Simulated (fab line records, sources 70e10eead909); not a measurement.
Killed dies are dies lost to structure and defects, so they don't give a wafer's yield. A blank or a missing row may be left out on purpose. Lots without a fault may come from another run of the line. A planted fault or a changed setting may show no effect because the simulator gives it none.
fab line records | flow nand_harc
record lots=15 wafers=45 last_day=25
route steps=1159 shown A_CHANNEL_FILL_D1@513 A_STAIRCASE@519
lots that met no fault: from a run of the same line without faults
start_h: hours from the record's first day to the start of the lot's first wafer shown | wait_h: hours since the lot's step before | " the same as in the row above | L1.1+2: a row that stands for several wafers | - no value, or no start given | * or withheld: withheld | < > ~ a bound
route shown NAME@n: a module of which the file shows steps, and the number in the route of the first | usual: mean/standard deviation of fault-free wafers | same: alike in all rows | chamber/n: place in a boat | sites: the reading at each site | _std_site: their standard deviation | _edge_site: outer sites' mean less inner sites' | radius_mm: how far each site lies from the wafer's centre | mask NAME#n: copy n | behind: the tool/chamber that last shaped the wafer | hold: why the lot was held/for how many hours/how that ended | device: the transistor (n, p or np) that didn't switch | end of line: the same wafers' tests at the end of the route | a step without rows: its recipe alone | killed: dies lost to structure and defects at the first sort, not the wafer's yield | map: a wafer's dies, x killed, . not, _ none there
set.NAME: the setting as run; set.NAME@STEP: as run at that earlier step | model.NAME: the simulator's own value behind a step, which no gauge read
steps of the route over a sample of lots; a table a step, a row a wafer
services: from which hour (start_h, from the record's first day; less than 0 if before it) a tool's chamber was out of use, for how many hours, and why
## steps
# step NHARC_A_CHANNEL_FILL_D1_CMP_10
# recipe target_thk_nm=150
# usual motor_current_A=12.1/0.76 slurry_filter_dp_kPa=13.50/0.14 time_to_endpoint_s=14.1/2.3
# columns lot.wafer tool chamber start_h wait_h motor_current_A slurry_filter_dp_kPa time_to_endpoint_s
L296.3 cmp-01 0 226.94 0.4 11.5 13.42 9.9
L296.2 " 3 " " 12.4 13.59 12.4
L296.5 " 1 " " 11.7 13.43 9.5
L298.4 cmp-03 3 246.46 0.4 10.9 13.38 17.0
L298.5 " 0 " " 11.0 13.35 15.0
L298.6 " 1 " " 12.6 13.53 15.1
L297.3 cmp-04 0 249.76 0.4 12.7 13.58 15.3
L297.2 " 2 " " 11.8 13.25 15.3
L297.4 " 3 " " 11.3 13.53 13.9
L300.3 cmp-01 0 258.49 0.4 11.4 13.63 12.4
L300.2 " 1 " " 12.1 13.45 11.5
L300.6 " 0 " " 11.1 13.56 12.9
L303.4 cmp-03 1 274.55 0.4 12.4 13.34 16.3
L303.2 " 0 " " 11.6 13.28 13.9
L303.5 " 2 " " 12.8 13.61 16.1
L304.3 cmp-01 0 274.55 0.4 11.3 13.29 13.8
L304.5 " 0 " " 11.4 13.66 13.8
L304.6 " 1 " " 12.4 13.59 11.8
L305.1 cmp-04 3 286.42 0.4 11.3 13.44 14.9
L305.5 " 3 " " 11.6 13.48 14.6
L305.6 " 0 " " 12.6 13.45 13.0
L307.4 cmp-04 3 289.98 0.4 12.2 13.46 15.9
L307.2 " 0 " " 12.8 13.59 13.7
L307.3 " 1 " " 13.2 13.58 16.6
L308.1 cmp-01 0 308.90 0.4 12.3 13.48 11.3
L308.4 " 2 " " 12.4 13.59 13.8
L308.2 " 3 " " 13.2 13.35 12.2
L309.1 cmp-04 2 308.90 0.4 12.4 13.43 15.8
L309.4 " 3 " " 11.5 13.34 15.4
L309.5 " 3 " " 11.2 13.40 16.7
L310.4 cmp-03 1 318.48 0.4 12.5 13.48 13.5
L310.3 " 2 " " 13.7 13.51 12.4
L310.2 " 3 " " 10.9 13.28 14.8
L313.3 cmp-01 3 333.19 0.4 12.9 13.75 14.7
L313.4 " 1 " " 12.0 13.54 10.5
L313.1 " 2 " " 11.4 13.59 14.0
L312.1 cmp-03 2 333.21 0.4 13.3 13.51 17.2
L312.5 " 1 " " 13.0 13.52 19.1
L312.6 " 2 " " 13.3 13.55 16.2
L319.3 cmp-04 3 362.86 0.4 11.9 13.30 16.6
L319.6 " 3 " " 11.6 13.49 15.7
L319.5 " 0 " " 13.6 13.51 12.3
L318.4 cmp-04 0 370.98 0.4 12.4 13.80 10.9
L318.3 " 1 " " 13.4 13.42 13.1
L318.1 " 3 " " 11.5 13.59 13.9
# step NHARC_A_STAIRCASE_DEP_156
# recipe target_thk_a=500 temp_c=400 target_thk_nm=50 flow_sccm=200 rf_w=450 material=SiNx
# usual heater_power_w=703/100 showerhead_vpp_V=1335/51
# columns lot.wafer tool chamber start_h wait_h heater_power_w showerhead_vpp_V
L296.3 pecvd-02 2 227.65 0.1 760 1279
L296.2 " 0 " " 571 1326
L296.5 " 2 " " 751 1281
L298.5 pecvd-03 1 248.11 1.1 815 1363
L298.6 " 2 " " 624 1380
L298.4 " 0 " " 772 1392
L297.2 pecvd-03 0 250.46 0.1 644 1401
L297.3 " 2 " " 651 1373
L297.4 " 1 " " 810 1362
L300.3 pecvd-02 2 259.14 0.1 669 1268
L300.2 " 1 " " 802 1321
L300.6 " 1 " " 837 1338
L303.2 pecvd-03 2 275.24 0.1 659 1386
L303.4 " 2 " " 689 1354
L303.5 " 0 " " 754 1391
L304.3 pecvd-01 2 275.37 0.2 835 1223
L304.6 " 1 " " 658 1348
L304.5 " 2 " " 809 1206
L305.1 pecvd-03 1 287.14 0.1 768 1355
L305.5 " 1 " " 761 1380
L305.6 " 2 " " 695 1380
L307.2 pecvd-03 2 290.66 0.1 587 1363
L307.3 " 0 " " 679 1407
L307.4 " 0 " " 713 1378
L308.1 pecvd-02 2 309.58 0.1 786 1262
L308.2 " 0 " " 563 1323
L308.4 " 0 " " 576 1320
L309.1 pecvd-01 1 309.75 0.1 724 1307
L309.4 " 1 " " 723 1332
L309.5 " 2 " " 917 1225
L310.3 pecvd-02 1 319.37 0.3 705 1339
L310.2 " 2 " " 765 1260
L310.4 " 1 " " 706 1335
L313.1 pecvd-01 2 334.04 0.1 831 1199
L313.3 " 0 " " 498 1329
L313.4 " 2 " " 816 1229
L312.1 pecvd-03 1 334.04 0.1 804 1364
L312.6 " 1 " " 810 1355
L312.5 " 2 " " 593 1359
L319.3 pecvd-02 1 363.56 0.1 774 1346
L319.5 " 1 " " 799 1359
L319.6 " 2 " " 750 1292
L318.1 pecvd-03 0 371.77 0.2 723 1376
L318.3 " 0 " " 723 1381
L318.4 " 1 " " 787 1355
# step NHARC_A_STAIRCASE_DEVELOP_165
# recipe time_s=140
# usual chill_plate_temp_C=23.04/0.089 exhaust_pa=44.9/1
# columns lot.wafer tool chamber start_h wait_h chill_plate_temp_C exhaust_pa
L296.2 litho_track-02 0 228 - 23.07 46.4
L296.3 " 0 " " 23.16 46.3
L296.5 " 0 " " 22.96 46.3
L298.4 litho_track-07 0 248 - 23.03 47.3
L298.5 " 0 " " 22.90 45.9
L298.6 " 0 " " 22.85 44.4
L297.2 litho_track-07 0 251 - 22.99 45.7
L297.3 " 0 " " 23.03 44.9
L297.4 " 0 " " 22.98 45.7
L300.2 litho_track-03 0 259 - 23.11 44.6
L300.3 " 0 " " 23.02 44.6
L300.6 " 0 " " 22.99 44.9
L303.2 litho_track-02 0 275 - 23.08 45.0
L303.4 " 0 " " 23.03 45.6
L303.5 " 0 " " 23.13 44.6
L304.3 litho_track-03 0 276 - 23.06 43.6
L304.5 " 0 " " 23.13 43.7
L304.6 " 0 " " 23.10 44.6
L305.1 litho_track-03 0 287 - 23.17 44.7
L305.5 " 0 " " 22.94 45.1
L305.6 " 0 " " 23.00 44.8
L307.2 litho_track-02 0 291 - 23.02 45.5
L307.3 " 0 " " 22.89 45.8
L307.4 " 0 " " 23.06 44.1
L308.1 litho_track-02 - 310 - - -
L308.2 " - " " - -
L308.4 " - " " - -
L309.1 litho_track-03 - 310 - - -
L309.4 " - " " - -
L309.5 " - " " - -
L310.2 litho_track-02 - 319 - - -
L310.3 " - " " - -
L310.4 " - " " - -
L312.1 litho_track-02 0 334 - 23.07 43.6
L312.5 " 0 " " 22.97 43.1
L312.6 " 0 " " 22.95 43.0
L313.1 litho_track-03 0 334 - 23.00 43.6
L313.3 " 0 " " 23.10 45.7
L313.4 " 0 " " 23.08 44.0
L319.3 litho_track-02 0 364 - 23.16 45.4
L319.5 " 0 " " 23.13 44.9
L319.6 " 0 " " 23.05 44.6
L318.1 litho_track-07 0 372 - 22.87 45.8
L318.3 " 0 " " 22.94 44.9
L318.4 " 0 " " 22.90 45.2
# step NHARC_A_STAIRCASE_ETCH_170
# recipe target_depth_a=2000 time_s=66.667 ion_energy_ev=250 c4f6_flow_sccm=25 o2_flow_sccm=20 ar_flow_sccm=500 rf_w=600 bias_w=500 chemistry=C4F6/O2
# usual drypump_motor_current_A=5.8/0.42 oes_product_au=0.974/0.016 rf_vpp_V=548/3.1 showerhead_plenum_p_Torr=3.98/0.15 throttle_valve_pct=26.903/0.0088
# columns lot.wafer tool chamber start_h wait_h drypump_motor_current_A oes_product_au rf_hours_counter_h rf_vpp_V showerhead_plenum_p_Torr throttle_valve_pct
L296.3 rie_diel-04 0 - - 6.3 0.977 43 549 4.07 26.905
L296.2 " 2 " " 5.9 0.978 44 547 3.92 26.904
L296.5 " 2 " " 5.9 0.968 - 547 3.92 26.913
L298.4 rie_diel-07 3 - - 5.7 0.975 4 553 4.22 26.917
L298.5 " 3 " " 5.7 0.992 - 553 4.23 26.884
L298.6 " 0 " " 5.3 0.991 - 545 3.86 26.898
L297.2 rie_diel-05 0 - - 5.3 0.992 30 553 4.17 26.900
L297.4 " 1 " " 6.1 0.985 30 547 3.95 26.894
L297.3 " 2 " " 6.3 0.959 31 552 4.21 26.919
L300.3 rie_diel-05 2 - - 6.3 0.981 35 551 4.21 26.897
L300.2 " 3 " " 5.0 1.005 35 549 4.07 26.904
L300.6 " 2 " " 6.3 0.977 - 552 4.21 26.905
L303.2 rie_diel-04 0 - - 6.3 0.964 60 549 4.06 26.882
L303.4 " 2 " " 6.0 0.954 - 546 3.91 26.904
L303.5 " 0 " " 6.4 0.964 - 549 4.06 26.899
L304.3 rie_diel-04 0 - - 6.3 0.962 60 548 4.06 26.905
L304.5 " 3 " " 5.9 0.976 - 547 3.99 26.890
L304.6 " 0 " " 6.3 0.963 - 551 4.05 26.912
L305.1 rie_diel-07 0 - - 5.3 0.988 14 546 3.86 26.902
L305.6 " 0 " " 5.3 0.970 - 545 3.86 26.913
L305.5 " 2 " " 4.9 0.979 - 547 3.92 26.894
L307.3 rie_diel-07 3 - - 5.7 0.992 15 552 4.22 26.901
L307.2 " 0 " " 5.3 0.972 15 544 3.86 26.901
L307.4 " 3 " " 5.7 0.986 - 552 4.22 26.909
L308.1 rie_diel-04 0 - - 6.3 1.000 4 548 4.05 26.886
L308.4 " 1 " " 5.9 0.989 3 542 3.70 26.904
L308.2 " 2 " " 5.9 0.982 3 546 3.91 26.912
L309.1 rie_diel-04 1 - - 5.9 0.975 4 541 3.70 26.911
L309.4 " 3 " " 5.9 0.944 3 548 3.99 26.901
L309.5 " 2 " " 5.9 0.963 - 546 3.91 26.907
L310.2 rie_diel-04 1 - - 5.9 0.971 8 542 3.70 26.897
L310.3 " 2 " " 6.0 0.985 9 547 3.90 26.889
L310.4 " 3 " " 5.9 0.993 9 548 3.98 26.906
L312.1 rie_diel-04 1 - - 5.9 0.995 13 543 3.69 26.907
L312.6 " 2 " " 5.9 0.971 - 548 3.90 26.898
L312.5 " 3 " " 5.9 0.957 - 548 3.98 26.905
L313.3 rie_diel-05 2 - - 6.3 0.935 62 553 4.19 26.922
L313.1 " 3 " " 5.0 0.960 60 550 4.05 26.896
L313.4 " 0 " " 5.3 0.939 60 552 4.15 26.904
L319.3 rie_diel-04 0 - - 6.3 0.971 26 549 4.04 26.895
L319.5 " 2 " " 5.9 0.972 - 545 3.89 26.890
L319.6 " 3 " " 5.9 0.966 - 547 3.97 26.903
L318.4 rie_diel-04 3 - - 5.9 0.940 30 548 3.97 26.889
L318.3 " 0 " " 6.3 0.961 28 549 4.04 26.909
L318.1 " 1 " " 5.9 0.975 26 541 3.69 26.910
## services
# columns tool chamber start_h hours kind
cmp-04 - 203.16 4.0 pm
rie_diel-07 0 204.09 19.9 repair
rie_diel-04 - 206.60 0.8 repair
cmp-01 - 209.84 0.3 repair
litho_track-03 - 213.00 7.0 pm
cmp-01 - 216.76 4.5 repair
cmp-03 - 227.22 0.4 repair
cmp-03 - 227.71 1.4 repair
cmp-01 - 230.92 5.0 repair
pecvd-02 0 237.98 7.2 repair
cmp-01 - 246.06 0.5 repair
cmp-03 - 247.21 2.1 repair
cmp-03 - 254.04 4.0 pm
cmp-04 - 265.43 1.6 repair
rie_diel-04 1 269.64 10.0 repair
cmp-01 - 277.54 4.0 pm
rie_diel-04 - 288.90 9.0 pm
pecvd-03 - 292.16 13.0 pm
cmp-04 - 301.16 4.0 pm
cmp-04 - 315.06 1.7 repair
pecvd-02 - 334.33 13.0 pm
litho_track-02 - 340.00 7.0 pm
cmp-03 - 344.46 31.8 repair
pecvd-03 2 366.81 7.3 repair
## key
first_sign step=NHARC_A_STAIRCASE_DEVELOP_165 reading=tool_record direction=missing
effect none on later readings
met_at NHARC_A_STAIRCASE_DEVELOP_165
struck_lots L308,L309,L310
later_rows_left_out L308.1,L308.2,L308.4,L309.1,L309.4,L309.5,L310.2,L310.3,L310.4
sort_left_out L308.1,L308.2,L308.4,L309.1,L309.4,L309.5,L310.2,L310.3,L310.4
tester_left_out L308,L309,L310
not_acting_at NHARC_A_CHANNEL_FILL_D1_CMP_10,NHARC_A_STAIRCASE_DEP_156,NHARC_A_STAIRCASE_ETCH_170
onset_between 291 310
fault kind=skipped_step_whole tool=litho_track-02,litho_track-03 chamber=- onset_h=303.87 steps=NHARC_A_STAIRCASE_DEVELOP_165 scope=struck_lots_only
# tester_left_out: of these lots the tester's yield and bins aren't shown, on N5 and GAA mostly nor the transistor test; their killed dies are dies lost to structure and defects alone, not to doping, threshold or leakage, so they don't give the yield
# sort_left_out: the simulated sort isn't trusted on such a fault, so these wafers' sort isn't shown, and their yield isn't known
# later_rows_left_out: the simulator's readings of these wafers behind a module that went badly wrong aren't trusted and aren't shown, but for the sort
